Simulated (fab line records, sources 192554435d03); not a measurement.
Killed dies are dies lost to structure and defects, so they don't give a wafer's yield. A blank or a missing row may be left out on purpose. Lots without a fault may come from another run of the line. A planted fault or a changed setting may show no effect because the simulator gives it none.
Chamber matching | flow n5_finfet | N5_BEOL_M8_STRIP_36 on rie_diel-06: 4 sister chambers
The step strips in N2/H2. 18 wafers are shown with their chamber, then 9 later ones without.

WAFERS WITH THEIR CHAMBER
wafer  | chamber | throttle_valve_pct (%) | drypump_motor_current_A (A) | showerhead_plenum_p_Torr (Torr)
L074.1 | 2       | 23.2                   | 6.4                         | 2.69
L074.4 | 3       | 22.8                   | 5.7                         | 2.46
L074.5 | 2       | 23.2                   | 6.4                         | 2.69
L079.1 | 0       | 24.1                   | 4.8                         | 2.49
L079.2 | 2       | 23.2                   | 6.4                         | 2.68
L079.5 | 1       | 22.9                   | 5.5                         | 2.57
L082.1 | 0       | 24.1                   | 4.9                         | 2.49
L082.2 | 2       | 23.2                   | 6.4                         | 2.68
L082.3 | 1       | 22.9                   | 5.6                         | 2.57
L083.4 | 3       | 22.8                   | 5.7                         | 2.45
L083.5 | 1       | 23.0                   | 5.5                         | 2.57
L083.6 | 0       | 24.1                   | 4.9                         | 2.49
L085.4 | 0       | 24.1                   | 4.8                         | 2.49
L085.5 | 1       | 22.9                   | 5.5                         | 2.56
L085.6 | 0       | 24.1                   | 4.8                         | 2.49
L084.2 | 2       | 23.2                   | 6.4                         | 2.68
L084.3 | 3       | 22.8                   | 5.7                         | 2.45
L084.4 | 0       | 24.1                   | 4.8                         | 2.48

SIGNATURES (means of the wafers above)
reading                  | chamber 0 | chamber 1 | chamber 2 | chamber 3 | scatter within a chamber
throttle_valve_pct       | 24.100    | 22.925    | 23.200    | 22.800    | 0.0231
drypump_motor_current_A  | 4.833     | 5.525     | 6.400     | 5.700     | 0.0386
showerhead_plenum_p_Torr | 2.4883    | 2.5675    | 2.6840    | 2.4533    | 0.00496
Rule: a wafer's distance from a chamber is the root of the sum, over the readings, of the square of ((its reading less the chamber's mean) divided by the reading's scatter). The wafer belongs to the nearest chamber; if the next one is less than 2 further off, it can't be placed. The scatter: the root of (the sum of the squares of (reading less its chamber's mean) over the shown wafers, divided by (wafers less chambers)).

WAFERS WITHOUT THEIR CHAMBER
wafer  | throttle_valve_pct (%) | drypump_motor_current_A (A) | showerhead_plenum_p_Torr (Torr)
L090.3 | 22.8                   | 5.7                         | 2.45
L090.4 | 23.3                   | 6.4                         | 2.67
L090.6 | 22.8                   | 5.7                         | 2.45
L093.1 | 22.8                   | 5.7                         | 2.45
L093.2 | 23.3                   | 6.4                         | 2.67
L093.6 | 22.8                   | 5.7                         | 2.45
L095.1 | 23.3                   | 6.4                         | 2.67
L095.3 | 24.1                   | 4.9                         | 2.47
L095.5 | 23.0                   | 5.6                         | 2.55

WHICH CHAMBER EACH WENT THROUGH
wafer  | from the rows above | in truth
L090.3 | 3                   | 3
L090.4 | 2                   | 2
L090.6 | 3                   | 3
L093.1 | 3                   | 3
L093.2 | 2                   | 2
L093.6 | 3                   | 3
L095.1 | 2                   | 2
L095.3 | 0                   | 0
L095.5 | 1                   | 1
Placed correctly: 9 of 9. Can't be placed from these rows: 0. Placed wrongly: 0.
